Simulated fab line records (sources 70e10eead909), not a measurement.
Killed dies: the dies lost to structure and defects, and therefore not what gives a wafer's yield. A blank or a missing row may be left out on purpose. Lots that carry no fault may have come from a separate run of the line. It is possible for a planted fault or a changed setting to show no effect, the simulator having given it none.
Comparing a struck lot with a sound one | flow nandHarc | 15 steps out of a route of 1159
Sound: the wafers L809.1, L809.3, L809.4. Wafers L816.2, L816.3, L816.5 were the ones struck. The cause is named last.
Each step with rows lists, per side, the tool, then ch with its chambers, then its first start. Under that, the readings that differ: sound wafers | struck wafers | difference of the means | sigmas: that difference in standard deviations of wafers without a fault.
alike: words and numbers the same on both sides, and readings whose means are apart by under 2 such deviations; not compared: readings that were withheld, readings missing a value for some wafer, numbers with overlapping values and no deviation given by the record, and bounds like >300 which may hide the same value.
Wherever a step has rows on one side only, a row that says differs or no value, or a row with sigmas, the two part there. When numbers do not overlap yet have no deviation, they are printed without sigmas and do not part them. A reading missing from all wafers of one side parts the sides only when that side holds two or more wafers.

NHARC_A_BLC_DESCUM_15: chemistry O2, time 3 s.
  sound on rieDiel-07 ch 0,2,3, day 17 15:55; struck on rieDiel-07 ch 0,2, day 21 00:57
  alike: drypumpMotorCurrentA, oesProductAu, rfVppV, showerheadPlenumPTorr, throttleValvePct
  not compared: rfHoursCounterH
then, 2 steps without rows for these wafers: NHARC_A_BLC_ETCH_16 (etches the open film in CF4, target depth 39 nm, time 65 s); NHARC_A_BLC_ETCH_17 (etches the open film in N2/H2, target depth 390 nm, time 609.38 s).
NHARC_A_BLC_ETCH_18: etches the open film in C4F8/O2/Ar, target depth 910 nm.
  sound: rieDiel-07 ch 0,2,3; struck: rieDiel-07 ch 0,1
  alike: oesProductAu, rfVppV
  not compared: rfHoursCounterH
NHARC_A_BLC_CD_MEAS_19:
  struck on cdSem-03, day 21 02:06; sound on cdSem-02, day 17 16:56
  alike: cdNm
NHARC_A_BLC_STRIP_29: strips in CF4.
  sound on rieDiel-07 ch 1,2,3, day 17 17:00; struck on rieDiel-01 ch 1,2, day 21 02:11
  alike: drypumpMotorCurrentA, oesProductAu, rfVppV, showerheadPlenumPTorr, throttleValvePct
  not compared: rfHoursCounterH
NHARC_A_BLC_STRIP_21: strips in O2.
  sound on rieDiel-07 ch 1,2,3, day 17 17:13; struck on rieDiel-01 ch 1,2, day 21 02:18
  alike: drypumpMotorCurrentA, oesProductAu, rfVppV, showerheadPlenumPTorr, throttleValvePct
  not compared: rfHoursCounterH
then, 3 steps without rows for these wafers: NHARC_A_BLC_STRIP_22 (strips in post etch residue remover, time 600 s); NHARC_A_BLC_DEGAS_30 (time 60 s); NHARC_A_BLC_PRE_CLEAN_31 (time 15 s).
NHARC_A_BLC_PVD_32: deposits Ti, target thk 5 nm, time 17.7 s.
  sound on pvdSputter-03; struck on pvdSputter-01
  alike: throttleValvePct
then, 1 step without rows for these wafers: NHARC_A_BLC_ALD_23 (deposits TiN, target thk 3 nm, pulse time 1 s, ald cycles 150).
NHARC_A_BLC_CVD_24: deposits W, target thk 150 nm, time 434 s.
  sound on cvdW-02 ch 0,1, day 17 19:55; struck on cvdW-01 ch 0, day 21 14:22
  no value came back on the struck wafers for chamberPressureTorr (Torr), heaterPowerOuterW (W), heaterPowerW (W), throttleValvePct (%); on the sound wafers chamberPressureTorr (Torr) reads 40.00 40.03 39.96
NHARC_A_BLC_CMP_25: polishes, t overpolish 30 s, target thk 150 nm.
  sound on cmp-03 ch 0,1,3, day 17 20:28; struck on cmp-03 ch 0,1, day 21 14:55
reading             | sound    | struck | difference | sigmas
timeToEndpointS (s) | 29 29 31 | 4 3 1  | -27        | -8
  alike: motorCurrentA, overpolishRunS
following that, these wafers have no rows for 1 step: NHARC_END_SORT_01.

== WHERE THEY PART ==
Last at NHARC_A_BLC_CMP_25 as far as this record goes, first at NHARC_A_BLC_CVD_24.

WHY: what the simulator had put in
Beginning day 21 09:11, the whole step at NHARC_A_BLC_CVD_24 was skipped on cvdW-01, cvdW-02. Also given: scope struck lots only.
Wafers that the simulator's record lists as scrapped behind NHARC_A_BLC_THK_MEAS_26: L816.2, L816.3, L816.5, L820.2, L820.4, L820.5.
